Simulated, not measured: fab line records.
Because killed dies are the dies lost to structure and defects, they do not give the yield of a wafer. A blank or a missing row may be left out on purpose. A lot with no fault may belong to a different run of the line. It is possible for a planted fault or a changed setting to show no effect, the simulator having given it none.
The tool behind it: which one? :: flow nand harc :: Sampling: 13 lots, 39 wafers, 5 of 1302 route steps

== WHAT THE GAUGES SHOWED, per wafer ==
NHARC_A_BONDPAD_THK_MEAS_30: measures by ellipsometry. Usual: thk nm reads 200.2 nm (standard deviation 1.4).
lot: L735
measured: day 24 02:46
on: film metro-01
thk nm (nm): 200.8 199.8 202.8
flag: 

lot: L734
measured: day 24 04:08
on: film metro-01
thk nm (nm): 200.7 200.6 200.5
flag: 

lot: L736
measured: day 24 14:47
on: film metro-02
thk nm (nm): 199.6 202.1 199.9
flag: 

lot: L737
measured: day 25 14:23
on: film metro-02
thk nm (nm): 201.5 198.2 199.0
flag: 

lot: L740
measured: day 27 00:46
on: film metro-01
thk nm (nm): 199.2 202.4 199.8
flag: 

lot: L744
measured: day 27 13:09
on: film metro-01
thk nm (nm): 199.7 199.6 201.1
flag: 

lot: L743
measured: day 27 13:39
on: film metro-02
thk nm (nm): 200.3 200.7 202.2
flag: 

lot: L742
measured: day 27 15:27
on: film metro-02
thk nm (nm): 198.9 203.0 198.8
flag: 

lot: L741
measured: day 27 19:28
on: film metro-02
thk nm (nm): 198.4 200.3 199.3
flag: 

lot: L751
measured: day 30 21:14
on: film metro-02
thk nm (nm): 199.4 199.6 200.4
flag: 

lot: L750
measured: day 31 07:43
on: film metro-02
thk nm (nm): 199.6 199.6 201.0
flag: 

lot: L752
measured: day 31 21:01
on: film metro-02
thk nm (nm): 199.2 199.8 200.6
flag: 

lot: L755
measured: day 32 20:56
on: film metro-02
thk nm (nm): 199.6 201.9 201.7
flag: 

NHARC_A_BONDPAD_CD_MEAS_13. Usual: cd nm reads 499.1 nm (standard deviation 2.1).
lot: L735
measured: day 24 03:54
on: cd sem-03
cd nm (nm): 493.5 498.3 497.1
flag: 

lot: L734
measured: day 24 05:14
on: cd sem-03
cd nm (nm): 501.4 501.9 498.8
flag: 

lot: L736
measured: day 24 15:53
on: cd sem-01
cd nm (nm): 498.5 497.4 498.2
flag: 

lot: L737
measured: day 25 15:22
on: cd sem-01
cd nm (nm): 498.1 500.4 497.9
flag: 

lot: L740
measured: day 27 01:44
on: cd sem-03
cd nm (nm): 497.1 499.0 497.2
flag: 

lot: L744
measured: day 27 14:14
on: cd sem-03
cd nm (nm): 499.5 498.0 497.5
flag: 

lot: L743
measured: day 27 14:44
on: cd sem-03
cd nm (nm): 500.5 497.2 499.2
flag: 

lot: L742
measured: day 27 16:26
on: cd sem-03
cd nm (nm): 499.5 499.8 503.6
flag: 

lot: L741
measured: day 27 20:26
on: cd sem-02
cd nm (nm): 499.1 499.0 499.2
flag: 

lot: L751
measured: day 30 22:22
on: cd sem-02
cd nm (nm): 501.3 495.4 499.5
flag: 

lot: L750
measured: day 31 08:53
on: cd sem-03
cd nm (nm): 496.0 498.6 497.4
flag: 

lot: L752
measured: day 31 21:59
on: cd sem-03
cd nm (nm): 499.9 497.7 499.7
flag: 

lot: L755
measured: day 32 22:02
on: cd sem-01
cd nm (nm): 499.2 504.3 499.9
flag: 

NHARC_END_SORT_01. Usual: defect limited yield 90.6 %, standard deviation 2.6; killed at array 58, standard deviation 18; killed at other 1.0, standard deviation 1.5; killed at periphery 4, standard deviation 3.1; killed dies 64, standard deviation 18; killed open 3.4, standard deviation 1.9; killed short 2.7, standard deviation 1.7.
lot: L744
measured: day 28 23:22
on: prober-02
defect limited yield (%): 91.0 90.1 91.3
killed at array: 56 63 55
killed at other: 1 2 0
killed at periphery: 4 2 4
killed dies: 61 67 59
killed open: 5 5 2
killed short: 4 2 3
flag: 

lot: L751
measured: day 32 05:26
on: prober-02
defect limited yield (%): 0 0 0
killed at array: 676 668 671
killed at other: 0 3 3
killed at periphery: 1 6 3
killed dies: 677 677 677
killed open: 2 6 2
killed short: 1 7 0
flag: OFF

lot: L750
measured: day 33 01:08
on: prober-01
defect limited yield (%): 0 0 0
killed at array: 670 674 668
killed at other: 1 1 4
killed at periphery: 6 2 5
killed dies: 677 677 677
killed open: 1 4 5
killed short: 5 2 5
flag: OFF

lot: L752
measured: day 33 08:45
on: prober-02
defect limited yield (%): 0 0 0
killed at array: 673 672 663
killed at other: 1 1 6
killed at periphery: 3 4 8
killed dies: 677 677 677
killed open: 2 2 5
killed short: 1 4 4
flag: OFF

== WHAT TOOL EACH LOT RAN ON (gives the tool, then ch and the chambers of the sampled wafers, and finally the start) ==
lot: L735
NHARC_A_M1_DEP_33: pecvd-01 ch 0,1,2, day 24 01:38
NHARC_A_BONDPAD_ETCH_34: rie diel-12 ch 1,3, day 24 03:38

lot: L734
NHARC_A_M1_DEP_33: pecvd-04 ch 1,2, day 24 02:58
NHARC_A_BONDPAD_ETCH_34: rie diel-02 ch 0,1,3, day 24 05:01

lot: L736
NHARC_A_M1_DEP_33: pecvd-03 ch 0,2, day 24 13:19
NHARC_A_BONDPAD_ETCH_34: rie diel-08 ch 0,3, day 24 15:39

lot: L737
NHARC_A_M1_DEP_33: pecvd-01 ch 0,1,2, day 25 13:11
NHARC_A_BONDPAD_ETCH_34: rie diel-12 ch 0,2,3, day 25 15:08

lot: L740
NHARC_A_M1_DEP_33: pecvd-03 ch 0,1,2, day 26 23:34
NHARC_A_BONDPAD_ETCH_34: rie diel-08 ch 0,1, day 27 01:31

lot: L744
NHARC_A_M1_DEP_33: pecvd-03 ch 0,2, day 27 11:56
NHARC_A_BONDPAD_ETCH_34: rie diel-08 ch 0,1,2, day 27 14:01

lot: L743
NHARC_A_M1_DEP_33: pecvd-01 ch 0,1,2, day 27 12:26
NHARC_A_BONDPAD_ETCH_34: rie diel-08 ch 0,1,2, day 27 14:31

lot: L742
NHARC_A_M1_DEP_33: pecvd-01 ch 0,2, day 27 14:14
NHARC_A_BONDPAD_ETCH_34: rie diel-08 ch 1,3, day 27 16:11

lot: L741
NHARC_A_M1_DEP_33: pecvd-01 ch 0,1,2, day 27 18:17
NHARC_A_BONDPAD_ETCH_34: rie diel-08 ch 0,1, day 27 20:12

lot: L751
NHARC_A_M1_DEP_33: pecvd-03 ch 0,2, day 30 20:04
NHARC_A_BONDPAD_ETCH_34: rie diel-08 ch 0,1,3, day 30 22:08

lot: L750
NHARC_A_M1_DEP_33: pecvd-03 ch 0,1,2, day 31 06:38
NHARC_A_BONDPAD_ETCH_34: rie diel-12 ch 0,3, day 31 08:39

lot: L752
NHARC_A_M1_DEP_33: pecvd-01 ch 0,2, day 31 19:46
NHARC_A_BONDPAD_ETCH_34: rie diel-08 ch 0,2,3, day 31 21:46

lot: L755
NHARC_A_M1_DEP_33: pecvd-04 ch 1, day 32 19:36
NHARC_A_BONDPAD_ETCH_34: rie diel-08 ch 0,1,2, day 32 21:49
- NHARC_A_M1_DEP_33: deposits SiCN, target thk 30 nm.
- NHARC_A_BONDPAD_ETCH_34: etches the open film in N2/H2, target depth 60 nm, overetch 18 nm, time 65.91 s.

== WHAT THE TOOLS THEMSELVES READ (means of the sampled wafers that have a number; where no wafer has one, the mark that the record gives instead) ==
NHARC_A_M1_DEP_33. Usual: heater power outer w 322 W, standard deviation 50; heater power w 574 W, standard deviation 63.
lot: L735
tool: pecvd-01
heater power outer w (W): 320
heater power w (W): 572
flag: 

lot: L734
tool: pecvd-04
heater power outer w (W): 401
heater power w (W): 686
flag: 

lot: L736
tool: pecvd-03
heater power outer w (W): 270
heater power w (W): 513
flag: 

lot: L737
tool: pecvd-01
heater power outer w (W): 334
heater power w (W): 581
flag: 

lot: L740
tool: pecvd-03
heater power outer w (W): 292
heater power w (W): 547
flag: 

lot: L744
tool: pecvd-03
heater power outer w (W): 273
heater power w (W): 518
flag: 

lot: L743
tool: pecvd-01
heater power outer w (W): 342
heater power w (W): 588
flag: 

lot: L742
tool: pecvd-01
heater power outer w (W): 327
heater power w (W): 577
flag: 

lot: L741
tool: pecvd-01
heater power outer w (W): 326
heater power w (W): 564
flag: 

lot: L751
tool: pecvd-03
heater power outer w (W): 252
heater power w (W): 491
flag: 

lot: L750
tool: pecvd-03
heater power outer w (W): 312
heater power w (W): 553
flag: 

lot: L752
tool: pecvd-01
heater power outer w (W): 337
heater power w (W): 568
flag: 

lot: L755
tool: pecvd-04
heater power outer w (W): 351
heater power w (W): 650
flag: 

NHARC_A_BONDPAD_ETCH_34. Usual: bias w 150.0 W, standard deviation 0.47; chamber pressure mTorr 29.996 mTorr, standard deviation 0.027; drypump motor current A 5.70 A, standard deviation 0.24; oes product au 0.999 a.u., standard deviation 0.01; rf vpp V 431 V, standard deviation 3.2; showerhead plenum p Torr 2.07 Torr, standard deviation 0.11; throttle valve pct 14.171 %, standard deviation 0.0087.
lot: L735
tool: rie diel-12
bias w (W): 150.3
chamber pressure mTorr (mTorr): 30.022
drypump motor current A (A): 5.51
oes product au (a.u.): 1.002
rf vpp V (V): 432
showerhead plenum p Torr (Torr): 2.08
throttle valve pct (%): 14.167
flag: 

lot: L734
tool: rie diel-02
bias w (W): 150.6
chamber pressure mTorr (mTorr): 30.008
drypump motor current A (A): 5.71
oes product au (a.u.): 1.001
rf vpp V (V): 429
showerhead plenum p Torr (Torr): 2.02
throttle valve pct (%): 14.167
flag: 

lot: L736
tool: rie diel-08
bias w (W): 149.8
chamber pressure mTorr (mTorr): 30.006
drypump motor current A (A): 5.70
oes product au (a.u.): 1.003
rf vpp V (V): 432
showerhead plenum p Torr (Torr): 2.11
throttle valve pct (%): 14.184
flag: 

lot: L737
tool: rie diel-12
bias w (W): 149.8
chamber pressure mTorr (mTorr): 29.999
drypump motor current A (A): 5.72
oes product au (a.u.): 0.989
rf vpp V (V): 430
showerhead plenum p Torr (Torr): 1.99
throttle valve pct (%): 14.169
flag: 

lot: L740
tool: rie diel-08
bias w (W): 150.1
chamber pressure mTorr (mTorr): 30.000
drypump motor current A (A): 5.95
oes product au (a.u.): 0.998
rf vpp V (V): 435
showerhead plenum p Torr (Torr): 2.18
throttle valve pct (%): 14.165
flag: 

lot: L744
tool: rie diel-08
bias w (W): 149.8
chamber pressure mTorr (mTorr): 29.971
drypump motor current A (A): 5.77
oes product au (a.u.): 0.999
rf vpp V (V): 431
showerhead plenum p Torr (Torr): 2.08
throttle valve pct (%): 14.168
flag: 

lot: L743
tool: rie diel-08
bias w (W): 149.7
chamber pressure mTorr (mTorr): 30.004
drypump motor current A (A): 5.78
oes product au (a.u.): 1.003
rf vpp V (V): 432
showerhead plenum p Torr (Torr): 2.08
throttle valve pct (%): 14.176
flag: 

lot: L742
tool: rie diel-08
bias w (W): 150.4
chamber pressure mTorr (mTorr): 29.967
drypump motor current A (A): 5.81
oes product au (a.u.): 0.997
rf vpp V (V): 433
showerhead plenum p Torr (Torr): 2.14
throttle valve pct (%): 14.169
flag: 

lot: L741
tool: rie diel-08
bias w (W): 149.8
chamber pressure mTorr (mTorr): 30.000
drypump motor current A (A): 5.93
oes product au (a.u.): 0.997
rf vpp V (V): 434
showerhead plenum p Torr (Torr): 2.17
throttle valve pct (%): 14.167
flag: 

lot: L751
tool: rie diel-08
bias w (W): -
chamber pressure mTorr (mTorr): -
drypump motor current A (A): -
oes product au (a.u.): -
rf vpp V (V): -
showerhead plenum p Torr (Torr): -
throttle valve pct (%): -
flag: OFF

lot: L750
tool: rie diel-12
bias w (W): -
chamber pressure mTorr (mTorr): -
drypump motor current A (A): -
oes product au (a.u.): -
rf vpp V (V): -
showerhead plenum p Torr (Torr): -
throttle valve pct (%): -
flag: OFF

lot: L752
tool: rie diel-08
bias w (W): -
chamber pressure mTorr (mTorr): -
drypump motor current A (A): -
oes product au (a.u.): -
rf vpp V (V): -
showerhead plenum p Torr (Torr): -
throttle valve pct (%): -
flag: OFF

lot: L755
tool: rie diel-08
bias w (W): 150.3
chamber pressure mTorr (mTorr): 29.995
drypump motor current A (A): 5.78
oes product au (a.u.): 0.990
rf vpp V (V): 432
showerhead plenum p Torr (Torr): 2.08
throttle valve pct (%): 14.175
flag: 

== THE ANSWER, worked out from the rows above alone ==
Rule: a lot is off if the mean of its wafers that have a number lies more than 3 standard deviations from the usual mean. A lot without any number at a reading at which 4 lots or more have one is off too. The other lots that the step has rows for count as sound. Order of review: gauges by route order, followed by the tools' own readings, for which a lot's mean as printed above is used. The first step at which some lot is off is used, and at that step the reading that is off furthest; a lot without a number counts as furthest.
Off: L751, L750, L752 (NHARC_END_SORT_01, defect limited yield). Neither off nor sound, because the step has no rows for them: L735, L734, L736, L737, L740, L743, L742, L741, L755.
A tool fits if, at a process step before that reading, it ran every lot that is off, and no sound lot after the first of them. The gauges at NHARC_END_SORT_01 aren't tried: what is off there is off at NHARC_A_BONDPAD_ETCH_34 too, on other tools, and a gauge's error can't cause that. No candidate that was tried fits.

== WHAT HAD BEEN PUT IN BY THE SIMULATOR ==
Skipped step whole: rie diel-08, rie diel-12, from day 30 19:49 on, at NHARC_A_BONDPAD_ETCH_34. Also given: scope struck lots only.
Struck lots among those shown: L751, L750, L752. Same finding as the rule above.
